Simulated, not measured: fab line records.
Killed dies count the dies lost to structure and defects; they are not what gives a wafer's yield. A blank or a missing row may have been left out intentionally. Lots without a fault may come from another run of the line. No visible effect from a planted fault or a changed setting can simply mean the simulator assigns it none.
fab line records ; flow n5-finfet
record: lots: 6; wafers: 17; last-day: 18
route steps=1938 shown BEOL_M0_SAQP@683 BEOL_M4@1111
lots that met no fault: from a run of the same line without faults
start-h: start of the lot's first displayed wafer, in hours after the record's first day ; wait-h: hours from the lot's prior step to this one ; " as in the row above ; L1.1+2: several wafers, shown together as one row ; - no value present, or no start provided ; * or withheld: withheld ; < > ~ a bound
route shown NAME@n: NAME is a module with steps in the file, n the number in the route of the first one ; usual: average and standard deviation across the fault-free wafers ; same: alike in all rows ; chamber/n: place in a boat ; sites: each site's reading ; _std_site: their standard deviation ; _edge_site: inner sites' mean taken away from outer sites' mean ; radius-mm: how far each site lies from the wafer's centre ; mask NAME#n: copy n ; behind: tool/chamber where the wafer was last shaped ; hold: cause of the lot's hold/its duration in hours/its outcome ; device: names the non-switching transistor (n, p or np) ; end of line: the tests these same wafers got at the end of their route ; a step without rows: its recipe alone ; killed: not the wafer's yield, but the dies lost to structure and defects at the first sort ; map: per-die view of a wafer (x killed, . not killed, _ where there is no die)
set.NAME: setting as actually run; set.NAME@STEP: the setting as run at that earlier step ; model.NAME: the simulator's own value behind a step, which no gauge read
lots at some steps of the route; a table a step, a row a wafer
services: the hour from which a tool's chamber was out of use, counted from the record's first day as start-h (under 0 if before that day), plus the number of hours and why
== steps ==
step: N5_BEOL_M0_SAQP_COAT_34
recipe: resist: CAR-EUV; spin-rpm: 1500; resist-thk-nm: 30
step: N5_BEOL_M0_SAQP_EBR_36
recipe: solvent: PGMEA; ebr-width-mm: 1.5
step: N5_BEOL_M0_SAQP_SOFTBAKE_35
recipe: temp-c: 110; time-s: 60; resist: CAR-EUV
step: N5_BEOL_M0_SAQP_EXPOSE_37
recipe: mask-id: M0_CUT1; na: 0.33; source-shape: annular; sigma-inner: 0.35; sigma-outer: 0.8; polarization: unpolarized; target-cd-nm: 30; dose-mj: 44.75
step: N5_BEOL_M0_SAQP_PEB_38
recipe: peb-temp-c: 100; peb-time-s: 60; resist: CAR-EUV
step: N5_BEOL_M0_SAQP_DEVELOP_39
recipe: develop-time-s: 30; developer: TMAH; resist: CAR-EUV; rinse-liquid: surfactant-rinse; dry: air-spin; dev-temp-c: 23
step: N5_BEOL_M0_SAQP_CD_MEAS_40
recipe: target-cd-nm: 30; landing-energy-ev: 500; detector: se-inlens
usual: cd-nm: 30.02/0.21
lot.wafer;tool;chamber;start-h;wait-h;cd-nm
L287.1;cd-sem-03;0;135.16;-;29.86
L287.3;cd-sem-03;0;135.16;-;29.95
L287.4;cd-sem-03;0;135.16;-;29.67
L288.1;cd-sem-01;0;143.17;-;29.80
L288.2;cd-sem-01;0;143.17;-;29.83
L288.5;cd-sem-01;0;143.17;-;29.63
L295.2;cd-sem-03;0;185.28;-;29.86
L295.3;cd-sem-03;0;185.28;-;29.81
L300.1;cd-sem-02;0;211.21;-;30.19
L300.2;cd-sem-02;0;211.21;-;30.12
L300.6;cd-sem-02;0;211.21;-;29.97
L301.2;cd-sem-02;0;216.40;-;30.30
L301.4;cd-sem-02;0;216.40;-;30.24
L301.6;cd-sem-02;0;216.40;-;29.82
L303.3;cd-sem-02;0;230.30;-;29.93
L303.5;cd-sem-02;0;230.30;-;29.83
L303.6;cd-sem-02;0;230.30;-;29.88
step: N5_BEOL_M0_SAQP_OVL_MEAS_41
recipe: points-per-wafer: 522
usual: M0_CUT1_OVL: 0.1/0.91
lot.wafer;tool;chamber;start-h;wait-h;M0_CUT1_OVL[nm]
L287.1;overlay-01;0;135.19;0.0;-0.7
L287.3;overlay-01;0;135.19;0.0;-1.2
L287.4;overlay-01;0;135.19;0.0;0.9
L288.1;overlay-02;0;143.20;0.0;0.2
L288.2;overlay-02;0;143.20;0.0;0.3
L288.5;overlay-02;0;143.20;0.0;0.6
L295.2;overlay-02;0;185.31;0.0;1.9
L295.3;overlay-02;0;185.31;0.0;0.5
L300.1;overlay-01;0;211.24;0.0;-0.2
L300.2;overlay-01;0;211.24;0.0;0.3
L300.6;overlay-01;0;211.24;0.0;0.5
L301.2;overlay-02;0;216.45;0.0;-1.1
L301.4;overlay-02;0;216.45;0.0;-1.8
L301.6;overlay-02;0;216.45;0.0;-0.5
L303.3;overlay-01;0;230.34;0.0;0.5
L303.5;overlay-01;0;230.34;0.0;0.9
L303.6;overlay-01;0;230.34;0.0;0.3
step: N5_BEOL_M0_SAQP_INSPECT_42
recipe: mode: adi; inspect-instrument: brightfield
usual: raw-defect-count: 295/100
lot.wafer;tool;chamber;start-h;wait-h;raw-defect-count
L287.1;defect-inspect-01;-;135.25;0.1;284
L287.3;defect-inspect-01;-;135.25;0.1;247
L287.4;defect-inspect-01;-;135.25;0.1;369
L288.1;defect-inspect-02;-;143.26;0.1;173
L288.2;defect-inspect-02;-;143.26;0.1;292
L288.5;defect-inspect-02;-;143.26;0.1;329
L295.2;defect-inspect-01;-;185.37;0.0;282
L295.3;defect-inspect-01;-;185.37;0.0;245
L300.1;defect-inspect-01;-;211.30;0.1;215
L300.2;defect-inspect-01;-;211.30;0.1;139
L300.6;defect-inspect-01;-;211.30;0.1;265
L301.2;defect-inspect-01;-;216.51;0.1;307
L301.4;defect-inspect-01;-;216.51;0.1;234
L301.6;defect-inspect-01;-;216.51;0.1;289
L303.3;defect-inspect-02;-;230.39;0.0;271
L303.5;defect-inspect-02;-;230.39;0.0;302
L303.6;defect-inspect-02;-;230.39;0.0;283
step: N5_BEOL_M0_SAQP_DESCUM_45
recipe: chemistry: O2; time-s: 7; source-power-w: 50; bias-power-w: 20; pressure-mtorr: 20; rf-frequency-hz: 2.712e+07; temp-c: 40; resist: CAR-EUV; o2-flow-sccm: 225
usual: drypump-motor-current-A: 5.53/0.28; oes-product-au: 0.77/0.068; rf-fwd-power-W: 49.41/0.18; rf-vpp-V: 242.8/1.4; showerhead-plenum-p-Torr: 2.08/0.072; throttle-valve-pct: 20.39/0.27
lot.wafer;tool;chamber;start-h;wait-h;drypump-motor-current-A;oes-product-au;rf-fwd-power-W;rf-hours-counter-h;rf-vpp-V;showerhead-plenum-p-Torr;throttle-valve-pct
L287.1;rie-diel-01;1;135.31;0.1;5.62;0.72;49.47;197;244.2;2.16;20.45
L287.3;rie-diel-01;3;135.31;0.1;5.68;0.78;49.59;116;242.2;2.02;20.04
L287.4;rie-diel-01;3;135.31;0.1;5.66;0.78;49.44;-;243.2;2.02;20.02
L288.1;rie-diel-01;3;143.29;0.0;5.66;0.77;49.66;119;241.3;2.01;20.04
L288.2;rie-diel-01;0;143.29;0.0;5.07;0.84;49.70;64;242.6;2.12;20.59
L288.5;rie-diel-01;0;143.29;0.0;5.08;0.84;49.47;-;243.4;2.12;20.61
L295.2;rie-diel-01;0;185.40;0.0;5.07;0.82;49.47;74;244.1;2.12;20.62
L295.3;rie-diel-01;3;185.40;0.0;5.66;0.77;49.45;129;242.1;2.01;20.06
L300.1;rie-diel-03;3;211.34;0.0;5.70;0.70;49.35;233;243.2;2.07;20.75
L300.2;rie-diel-03;1;211.34;0.0;5.22;0.78;49.59;142;239.1;1.92;20.14
L300.6;rie-diel-03;3;211.34;0.0;5.69;0.70;49.39;-;240.2;2.07;20.74
L301.2;rie-diel-06;1;216.54;0.0;5.96;0.89;49.60;39;243.4;2.13;20.14
L301.4;rie-diel-06;3;216.54;0.0;5.09;0.71;49.27;-;241.3;1.98;20.45
L301.6;rie-diel-06;1;216.54;0.0;5.96;0.89;49.60;-;243.0;2.13;20.15
L303.3;rie-diel-03;1;230.42;0.0;5.23;0.77;49.58;147;241.0;1.92;20.15
L303.5;rie-diel-03;0;230.42;0.0;5.56;0.71;49.34;-;243.6;2.07;20.29
L303.6;rie-diel-03;1;230.42;0.0;5.22;0.77;49.46;-;240.4;1.92;20.14
step: N5_BEOL_M0_SAQP_ETCH_88
recipe: chemistry: N2/H2; target: underlayer; target-depth-a: 65; time-s: 5.2; ion-energy-ev: 200; mask-material: CAR-EUV; pressure-mtorr: 30; source-w: 840; bias-w: 150; n2-flow-sccm: 200; h2-flow-sccm: 200; ends: cleared
usual: drypump-motor-current-A: 5.53/0.28; etch-rf-on-time-s: 5.17/0.08; oes-product-au: 0.66/0.057; rf-fwd-power-W: 819.4/2.9; rf-vpp-V: 523.4/2.7; showerhead-plenum-p-Torr: 2.53/0.087; throttle-valve-pct: 17.85/0.27
lot.wafer;tool;chamber;start-h;wait-h;drypump-motor-current-A;etch-rf-on-time-s;oes-product-au;rf-fwd-power-W;rf-hours-counter-h;rf-vpp-V;showerhead-plenum-p-Torr;throttle-valve-pct
L287.1;rie-diel-01;1;135.34;0.0;5.58;5.12;0.62;819.7;197;525.7;2.64;17.95
L287.3;rie-diel-01;3;135.34;0.0;5.67;5.11;0.66;822.3;116;523.0;2.46;17.68
L287.4;rie-diel-01;3;135.34;0.0;5.66;5.14;0.68;822.0;-;520.2;2.46;17.67
L288.1;rie-diel-01;3;143.33;0.0;5.65;5.10;0.66;822.2;119;522.8;2.46;17.69
L288.2;rie-diel-01;0;143.33;0.0;5.08;5.14;0.72;816.2;64;525.5;2.58;17.92
L288.5;rie-diel-01;0;143.33;0.0;5.08;5.11;0.71;817.3;-;524.3;2.58;17.95
L295.2;rie-diel-01;0;185.43;0.0;5.07;5.07;0.71;817.7;74;524.4;2.57;17.95
L295.3;rie-diel-01;3;185.43;0.0;5.66;5.06;0.66;818.1;129;520.6;2.46;17.70
L300.1;rie-diel-03;3;211.37;0.0;5.72;5.24;0.59;821.1;233;523.8;2.51;18.22
L300.2;rie-diel-03;1;211.37;0.0;5.25;5.19;0.67;819.2;142;517.9;2.33;17.50
L300.6;rie-diel-03;3;211.37;0.0;5.69;5.24;0.58;823.0;-;521.6;2.51;18.18
L301.2;rie-diel-06;1;216.58;0.0;5.98;5.05;0.75;821.6;39;528.1;2.59;17.65
L301.4;rie-diel-06;3;216.58;0.0;5.06;5.20;0.61;818.0;-;522.6;2.41;17.99
L301.6;rie-diel-06;1;216.58;0.0;5.97;5.09;0.75;824.3;-;525.3;2.59;17.66
L303.3;rie-diel-03;1;230.45;0.0;5.21;5.20;0.66;822.8;147;519.4;2.33;17.53
L303.5;rie-diel-03;0;230.45;0.0;5.56;5.22;0.62;815.2;-;521.9;2.51;17.61
L303.6;rie-diel-03;1;230.45;0.0;5.24;5.21;0.66;818.3;-;519.2;2.33;17.53
step: N5_BEOL_M0_SAQP_ETCH_73
recipe: chemistry: CF4; target: SiARC; target-depth-a: 195; mask-material: CAR-EUV; time-s: 32.5; ion-energy-ev: 80; pressure-mtorr: 40; source-w: 545; bias-w: 36; Ar_flow_sccm: 100; cf4-flow-sccm: 100; ends: cleared
usual: cf4-flow-sccm: 100.0/0.31; drypump-motor-current-A: 5.53/0.28; etch-rf-on-time-s: 32.4/0.5; oes-product-au: 0.66/0.058; rf-fwd-power-W: 533.4/2.2; rf-vpp-V: 183.9/1.2; showerhead-plenum-p-Torr: 2.13/0.066; throttle-valve-pct: 15.59/0.26
lot.wafer;tool;chamber;start-h;wait-h;cf4-flow-sccm;drypump-motor-current-A;etch-rf-on-time-s;oes-product-au;rf-fwd-power-W;rf-hours-counter-h;rf-vpp-V;showerhead-plenum-p-Torr;throttle-valve-pct
L287.1;rie-diel-01;1;135.36;0.0;99.9;5.59;31.8;0.63;537.0;197;184.7;2.21;15.67
L287.3;rie-diel-01;3;135.36;0.0;100.2;5.67;31.7;0.67;532.3;116;183.9;2.08;15.32
L287.4;rie-diel-01;3;135.36;0.0;100.0;5.68;31.7;0.67;531.5;-;182.6;2.08;15.31
L288.1;rie-diel-01;3;143.35;0.0;99.8;5.67;32.2;0.67;533.8;119;183.3;2.08;15.32
L288.2;rie-diel-01;0;143.35;0.0;100.2;5.06;32.3;0.71;532.2;64;184.1;2.17;15.72
L288.5;rie-diel-01;0;143.35;0.0;100.3;5.06;32.5;0.72;530.7;-;184.3;2.17;15.71
L295.2;rie-diel-01;0;185.45;0.0;99.9;5.06;32.0;0.71;531.3;74;183.2;2.17;15.74
L295.3;rie-diel-01;3;185.45;0.0;100.1;5.66;32.0;0.66;534.4;129;183.1;2.07;15.36
L300.1;rie-diel-03;3;211.39;0.0;99.8;5.71;33.0;0.59;531.0;233;182.2;2.11;15.91
L300.2;rie-diel-03;1;211.39;0.0;100.5;5.22;32.7;0.65;536.5;142;181.5;1.98;15.39
L300.6;rie-diel-03;3;211.39;0.0;99.9;5.72;32.7;0.59;532.4;-;184.1;2.11;15.91
L301.2;rie-diel-06;1;216.59;0.0;99.9;5.96;31.8;0.76;533.4;39;184.9;2.18;15.28
L301.4;rie-diel-06;3;216.59;0.0;100.0;5.08;33.2;0.60;532.3;-;182.6;2.03;15.67
L301.6;rie-diel-06;1;216.59;0.0;100.2;5.98;32.0;0.75;532.9;-;183.8;2.18;15.29
L303.3;rie-diel-03;1;230.47;0.0;100.1;5.21;32.6;0.65;533.3;147;181.5;1.98;15.39
L303.5;rie-diel-03;0;230.47;0.0;100.0;5.55;32.6;0.61;537.5;-;185.0;2.12;15.56
L303.6;rie-diel-03;1;230.47;0.0;100.1;5.20;32.5;0.66;534.0;-;181.8;1.98;15.41
step: N5_BEOL_M0_SAQP_CUT_ETCH_46
recipe: chemistry: N2/H2; target: SOC; target-depth-a: 1350; overetch-a: 270; temp-c: 40; time-s: 202.5; ion-energy-ev: 200; mask-material: SiARC; pressure-mtorr: 30; source-w: 840; bias-w: 150; n2-flow-sccm: 200; h2-flow-sccm: 200
usual: drypump-motor-current-A: 5.53/0.28; rf-fwd-power-W: 837.7/2.4; rf-vpp-V: 523.4/2.5; showerhead-plenum-p-Torr: 2.53/0.087; throttle-valve-pct: 17.81/0.27
lot.wafer;tool;chamber;start-h;wait-h;drypump-motor-current-A;rf-fwd-power-W;rf-hours-counter-h;rf-vpp-V;showerhead-plenum-p-Torr;throttle-valve-pct;model.SiARC_of_BEOL_M0_SAQP_COAT_72.thk-nm;model.BEOL_M0_SAQP.cd-nm
L287.1;rie-diel-01;1;135.39;0.0;5.58;834.6;197;526.5;2.64;17.90;4.8;30
L287.3;rie-diel-01;3;135.39;0.0;5.67;835.5;116;522.3;2.46;17.62;4.8;30
L287.4;rie-diel-01;3;135.39;0.0;5.68;838.4;-;520.5;2.46;17.63;4.8;30.2
L288.1;rie-diel-01;3;143.38;0.0;5.67;836.4;119;521.9;2.46;17.62;4.8;30.6
L288.2;rie-diel-01;0;143.38;0.0;5.08;835.2;64;525.2;2.58;17.88;4.6;30
L288.5;rie-diel-01;0;143.38;0.0;5.07;838.5;-;524.6;2.58;17.88;3.2;30.4
L295.2;rie-diel-01;0;185.48;0.0;5.09;838.6;74;524.9;2.57;17.89;4.8;30.4
L295.3;rie-diel-01;3;185.48;0.0;5.66;837.5;129;521.6;2.46;17.66;3.2;31
L300.1;rie-diel-03;3;211.42;0.0;5.70;840.2;233;524.1;2.51;18.16;5;30.2
L300.2;rie-diel-03;1;211.42;0.0;5.24;840.0;142;517.6;2.33;17.47;4.8;29.8
L300.6;rie-diel-03;3;211.42;0.0;5.71;839.5;-;523.9;2.51;18.13;5;30.2
L301.2;rie-diel-06;1;216.63;0.0;5.99;842.4;39;524.6;2.59;17.58;4.6;30.4
L301.4;rie-diel-06;3;216.63;0.0;5.08;839.5;-;520.1;2.41;17.94;5;30.4
L301.6;rie-diel-06;1;216.63;0.0;5.96;841.2;-;526.3;2.59;17.61;4.8;30.2
L303.3;rie-diel-03;1;230.50;0.0;5.23;838.4;147;518.9;2.33;17.47;4.8;30
L303.5;rie-diel-03;0;230.50;0.0;5.59;836.4;-;522.3;2.51;17.58;5.2;29.8
L303.6;rie-diel-03;1;230.50;0.0;5.23;839.6;-;518.4;2.33;17.48;5;29.8
step: N5_BEOL_M0_SAQP_STRIP_74
recipe: chemistry: N2/H2; temp-c: 40; n2-flow-sccm: 200; h2-flow-sccm: 200; rf-frequency-hz: 6e+07
step: N5_BEOL_M0_SAQP_STRIP_89
recipe: chemistry: N2/H2; temp-c: 40; n2-flow-sccm: 200; h2-flow-sccm: 200; rf-frequency-hz: 6e+07
step: N5_BEOL_M0_SAQP_ALD_48
recipe: material: SiO2; target-thk-a: 200; temp-c: 100; ald-precursor-family: BDEAS; ald-co-reactant: O2-plasma; pulse-time-s: 1; co-reactant-pulse-time-s: 1; purge-time-s: 2; co-reactant-purge-time-s: 2; ald-cycles: 139; pressure-torr: 2
usual: heater-power-w: 80/8.2; precursor-pulse-height-rel: 1.001/0.022; susceptor-temp-C: 100.00/0.13
same: co-reactant-pulse-time-s: 1
lot.wafer;tool;chamber;start-h;wait-h;heater-power-w;precursor-pulse-height-rel;susceptor-temp-C
L287.1;ald-sin-02;1;135.79;0.2;79;0.991;99.95
L287.3;ald-sin-02;3;135.79;0.2;90;1.037;99.99
L287.4;ald-sin-02;2;135.79;0.2;90;0.988;99.93
L288.1;ald-sin-01;2;144.39;0.8;75;0.985;100.07
L288.2;ald-sin-01;0;144.39;0.8;70;0.999;100.14
L288.5;ald-sin-01;0;144.39;0.8;72;1.029;100.14
L295.2;ald-sin-01;3;185.68;0.0;73;1.002;100.13
L295.3;ald-sin-01;2;185.68;0.0;74;1.001;99.74
L300.1;ald-sin-02;2;211.72;0.1;90;1.004;99.87
L300.2;ald-sin-02;3;211.72;0.1;91;0.975;100.12
L300.6;ald-sin-02;0;211.72;0.1;68;1.005;99.80
L301.2;ald-sin-02;2;216.83;0.0;92;0.991;99.89
L301.4;ald-sin-02;0;216.83;0.0;68;0.983;99.95
L301.6;ald-sin-02;0;216.83;0.0;67;1.029;100.18
L303.3;ald-sin-02;3;230.95;0.3;89;0.959;100.15
L303.5;ald-sin-02;3;230.95;0.3;92;1.042;100.10
L303.6;ald-sin-02;0;230.95;0.3;68;1.016;99.98
step: N5_BEOL_M0_SAQP_ETCH_49
recipe: chemistry: CF4/O2; target-depth-a: 370; target: SiO2; pressure-mtorr: 40; source-w: 535; bias-w: 49; Ar_flow_sccm: 100; cf4-flow-sccm: 100; O2_flow_sccm: 10; ion-energy-ev: 100
usual: cf4-flow-sccm: 99.98/0.29; drypump-motor-current-A: 5.54/0.29; oes-product-au: 0.78/0.07; rf-fwd-power-W: 533.0/1.6; rf-vpp-V: 241.4/2.5; showerhead-plenum-p-Torr: 2.20/0.068; throttle-valve-pct: 15.80/0.25
lot.wafer;tool;chamber;start-h;wait-h;cf4-flow-sccm;drypump-motor-current-A;oes-product-au;rf-fwd-power-W;rf-hours-counter-h;rf-vpp-V;showerhead-plenum-p-Torr;throttle-valve-pct;model.BEOL_M0_SAQP.cd-nm
L287.1;rie-diel-01;3;136.31;0.3;99.81;5.65;0.78;534.9;117;239.1;2.14;15.57;30
L287.3;rie-diel-01;1;136.31;0.3;100.26;5.59;0.73;532.4;197;241.0;2.27;15.91;30
L287.4;rie-diel-01;1;136.31;0.3;99.86;5.57;0.73;530.7;-;239.3;2.27;15.92;30.2
L288.1;rie-diel-06;3;144.92;0.3;100.19;5.09;0.73;534.6;202;242.5;2.10;15.86;30.6
L288.2;rie-diel-06;0;144.92;0.3;100.03;5.44;0.89;533.3;42;243.6;2.24;15.50;30
L288.5;rie-diel-06;0;144.92;0.3;100.42;5.44;0.89;533.8;-;244.1;2.24;15.49;30.4
L295.2;rie-diel-06;0;186.21;0.3;99.96;5.43;0.88;533.4;54;243.2;2.24;15.51;30.4
L295.3;rie-diel-06;1;186.21;0.3;100.36;5.94;0.90;532.1;29;239.6;2.25;15.51;31
L300.1;rie-diel-01;1;212.24;0.3;100.22;5.60;0.71;534.1;220;240.7;2.26;15.95;30.2
L300.2;rie-diel-01;2;212.24;0.3;100.13;5.69;0.71;534.9;220;242.3;2.18;16.05;29.8
L300.6;rie-diel-01;1;212.24;0.3;100.02;5.56;0.71;532.8;-;241.4;2.26;15.96;30.2
L301.2;rie-diel-03;3;217.35;0.3;99.98;5.70;0.69;532.6;234;243.1;2.17;16.15;30.4
L301.4;rie-diel-03;1;217.35;0.3;100.02;5.20;0.77;533.2;143;238.8;2.04;15.62;30.4
L301.6;rie-diel-03;3;217.35;0.3;100.04;5.67;0.70;534.2;-;240.2;2.17;16.16;30.2
L303.3;rie-diel-01;1;231.48;0.3;99.62;5.58;0.71;530.5;228;240.6;2.26;15.97;30
L303.5;rie-diel-01;3;231.48;0.3;100.00;5.67;0.76;532.3;-;239.6;2.13;15.61;29.8
L303.6;rie-diel-01;2;231.48;0.3;99.76;5.68;0.71;534.7;-;243.3;2.18;16.08;29.8
step: N5_BEOL_M0_SAQP_STRIP_75
recipe: chemistry: CF4; resist: SiARC; power-w: 300; bias-power-w: 75; pressure-mtorr: 50; cf4-flow-sccm: 150; rf-frequency-hz: 6e+07
usual: cf4-flow-sccm: 150.0/0.43; drypump-motor-current-A: 5.54/0.29; oes-product-au: 0.179/0.015; rf-fwd-power-W: 294.1/1.5; rf-vpp-V: 271.0/1.5; showerhead-plenum-p-Torr: 1.79/0.055; throttle-valve-pct: 13.55/0.26
lot.wafer;tool;chamber;start-h;wait-h;cf4-flow-sccm;drypump-motor-current-A;oes-product-au;rf-fwd-power-W;rf-hours-counter-h;rf-vpp-V;showerhead-plenum-p-Torr;throttle-valve-pct
L287.1;rie-diel-01;3;136.41;0.1;149.9;5.65;0.182;294.5;117;269.9;1.74;13.29
L287.3;rie-diel-01;1;136.41;0.1;149.2;5.59;0.163;294.2;198;272.2;1.85;13.68
L287.4;rie-diel-01;1;136.41;0.1;149.2;5.57;0.170;295.7;-;270.9;1.85;13.69
L288.1;rie-diel-06;3;145.02;0.1;149.9;5.07;0.164;292.2;202;269.5;1.71;13.63
L288.2;rie-diel-06;0;145.02;0.1;150.6;5.48;0.206;294.8;42;272.4;1.82;13.22
L288.5;rie-diel-06;0;145.02;0.1;150.3;5.46;0.203;293.6;-;271.3;1.82;13.20
L295.2;rie-diel-06;0;186.31;0.1;150.0;5.48;0.193;292.3;54;271.9;1.82;13.23
L295.3;rie-diel-06;1;186.31;0.1;149.5;5.95;0.206;294.0;29;271.5;1.83;13.23
L300.1;rie-diel-01;1;212.34;0.1;149.9;5.58;0.166;295.8;220;271.8;1.84;13.74
L300.2;rie-diel-01;2;212.34;0.1;150.5;5.69;0.165;297.1;220;272.2;1.77;13.81
L300.6;rie-diel-01;1;212.34;0.1;149.8;5.61;0.168;295.2;-;272.9;1.84;13.75
L301.2;rie-diel-03;3;217.45;0.1;149.7;5.69;0.164;293.6;234;270.3;1.77;13.93
L301.4;rie-diel-03;1;217.45;0.1;149.9;5.18;0.176;294.3;143;270.1;1.66;13.38
L301.6;rie-diel-03;3;217.45;0.1;149.4;5.69;0.164;291.8;-;271.2;1.77;13.91
L303.3;rie-diel-01;1;231.58;0.1;149.4;5.58;0.166;295.5;228;272.5;1.84;13.75
L303.5;rie-diel-01;3;231.58;0.1;149.4;5.68;0.179;295.1;-;269.8;1.73;13.36
L303.6;rie-diel-01;2;231.58;0.1;150.6;5.68;0.167;296.3;-;270.7;1.77;13.83
step: N5_BEOL_M4_RC_MEAS_101
usual: DIBL_N: 35.9/1.3; DIBL_P: 35.9/1.5; IOFF_N: 0.152/0.023; IOFF_P: 0.204/0.027; ION_N: 673/9.2; ION_P: 462/6.7; SS_N: 71.4/0.48; SS_P: 73.2/0.55; VT_N: 250.3/2.6; VT_P: -250.6/3
lot.wafer;tool;chamber;start-h;wait-h;DIBL_N[mV/V];DIBL_P[mV/V];IOFF_N[nA/um];IOFF_P[nA/um];ION_N[uA/um];ION_P[uA/um];SS_N[mV/dec];SS_P[mV/dec];VT_N[mV];VT_P[mV]
L288.1;prober-01;0;208.44;0.0;33.9;33.4;0.111;0.167;667;465;70.2;72.2;252.3;-254.0
L288.2;prober-01;0;208.44;0.0;35.6;35.4;0.142;0.194;664;458;71.1;73.6;251.6;-250.2
L288.5;prober-01;0;208.44;0.0;36.7;37.1;0.156;0.220;678;470;71.8;73.6;248.0;-251.2
L287.1;prober-01;0;213.05;0.0;35.6;35.9;0.123;0.171;667;460;70.5;73.1;254.2;-253.6
L287.3;prober-01;0;213.05;0.0;36.8;37.1;0.144;0.203;658;457;70.9;73.4;252.0;-251.7
L287.4;prober-01;0;213.05;0.0;35.9;36.0;0.131;0.174;670;456;70.7;73.5;253.7;-253.1
L295.2;prober-01;0;249.32;0.2;33.1;32.3;0.133;0.194;660;466;71.9;73.0;252.7;-250.9
L295.3;prober-01;0;249.32;0.2;34.5;33.5;0.151;0.209;674;466;71.0;74.4;249.7;-248.4
L301.2;prober-02;0;302.38;0.2;35.0;37.0;0.149;0.214;677;462;71.4;72.4;249.3;-249.2
L301.4;prober-02;0;302.38;0.2;36.0;37.6;0.170;0.232;686;473;71.8;73.5;249.0;-245.5
L301.6;prober-02;0;302.38;0.2;35.0;36.6;0.145;0.206;670;468;72.1;73.3;251.0;-251.0
L300.1;prober-01;0;302.47;0.0;35.7;35.4;0.126;0.161;666;450;71.0;73.3;252.6;-252.7
L300.2;prober-01;0;302.47;0.0;37.3;37.8;0.156;0.186;678;459;70.8;72.8;248.4;-252.4
L300.6;prober-01;0;302.47;0.0;36.9;37.2;0.146;0.183;674;461;71.3;72.9;247.5;-251.7
L303.3;prober-02;0;305.78;0.3;35.8;36.8;0.156;0.192;682;466;71.3;73.1;251.0;-251.5
L303.5;prober-02;0;305.78;0.3;36.3;36.9;0.171;0.197;675;458;71.6;73.2;247.3;-253.1
L303.6;prober-02;0;305.78;0.3;36.4;37.0;0.172;0.190;680;464;71.6;73.4;247.0;-253.9
== services ==
tool;chamber;start-h;hours;kind
rie-diel-03;0;122.22;3.0;repair
rie-diel-03;0;125.87;9.6;repair
rie-diel-01;0;135.30;1.6;repair
rie-diel-06;2;146.56;6.0;repair
rie-diel-03;2;152.31;9.3;repair
ald-sin-02;-;166.41;0.8;pm
rie-diel-03;1;174.66;6.3;repair
rie-diel-01;0;210.39;10.2;repair
ald-sin-02;1;223.34;16.5;repair
ald-sin-02;2;228.06;3.2;repair
ald-sin-01;3;230.26;6.7;repair
== key ==
first-sign none at tools or gauges
model-effect: step: N5_BEOL_M0_SAQP_CUT_ETCH_46; value: SiARC_of_BEOL_M0_SAQP_COAT_72.thk-nm; without: 4.7; struck: 3.2
model-effect: step: N5_BEOL_M0_SAQP_ETCH_49; value: BEOL_M0_SAQP.cd-nm; without: 30.1; struck: 30.7
met-at N5_BEOL_M0_SAQP_CUT_ETCH_46
struck-wafers L288.5,L295.3
onset-between 135.39 143.38
fault: kind: process-parameter-drift; tool: rie-diel-01; chamber: -; onset-h: 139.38; steps: N5_BEOL_M0_SAQP_CUT_ETCH_46; channel: time-s; offset: *; shape: step; end-h: 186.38; scope: struck-wafers-only; acts-in: *; stated: *
